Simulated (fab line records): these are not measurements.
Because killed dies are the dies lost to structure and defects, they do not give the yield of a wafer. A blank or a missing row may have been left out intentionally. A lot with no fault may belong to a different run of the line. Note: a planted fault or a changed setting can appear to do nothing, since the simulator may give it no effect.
Chamber matching    flow n5_finfet    N5_HKMG_FIN_ALD_74 on ald_hk-01 has 4 sister chambers
The step deposits La2O3, target thk 0.5 nm, pulse time 6 s, co reactant pulse time 1 s. 8 wafers are shown with their chamber, then 7 later ones without.

EACH WAFER AND ITS CHAMBER
wafer   chamber  heater_power_w (W)  precursor_pulse_height_rel
L084.1  1        372                 0.956
L084.3  0        375                 1.025
L084.5  2        415                 0.942
L090.1  2        418                 1.012
L090.2  3        346                 1.010
L090.3  1        375                 0.985
L091.2  0        374                 1.026
L091.4  3        372                 0.996

WAFERS WITHOUT THEIR CHAMBER
wafer   heater_power_w (W)  precursor_pulse_height_rel
L091.6  373                 0.945
L093.2  421                 1.010
L093.3  367                 0.978
L093.4  367                 1.010
L097.1  366                 0.994
L097.4  420                 0.984
L097.5  377                 1.017

WHICH CHAMBER EACH WENT THROUGH
wafer   from the rows above           in truth
L091.6  can't be placed: 1 or 3       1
L093.2  2                             2
L093.3  can't be placed: 1 or 3 or 0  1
L093.4  can't be placed: 3 or 0 or 1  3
L097.1  can't be placed: 3 or 1 or 0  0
L097.4  2                             2
L097.5  can't be placed: 0 or 1 or 3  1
2 of 7 placed correctly. Not placeable from these rows: 5 (in 5, the candidates include the true chamber). 0 placed wrongly.
How it was worked out, from the rows above alone: a wafer's distance from a chamber is the root of the sum, over the readings, of the square of ((its reading less the chamber's mean) divided by the reading's scatter). The wafer belongs to the nearest chamber; if the next one is less than 2 further off, it can't be placed. The mean given for a chamber averages the wafers shown for that chamber. How the scatter is found: for the shown wafers, subtract from each reading the mean of its chamber, square and add these, divide the total by (wafers less chambers), then take the root.
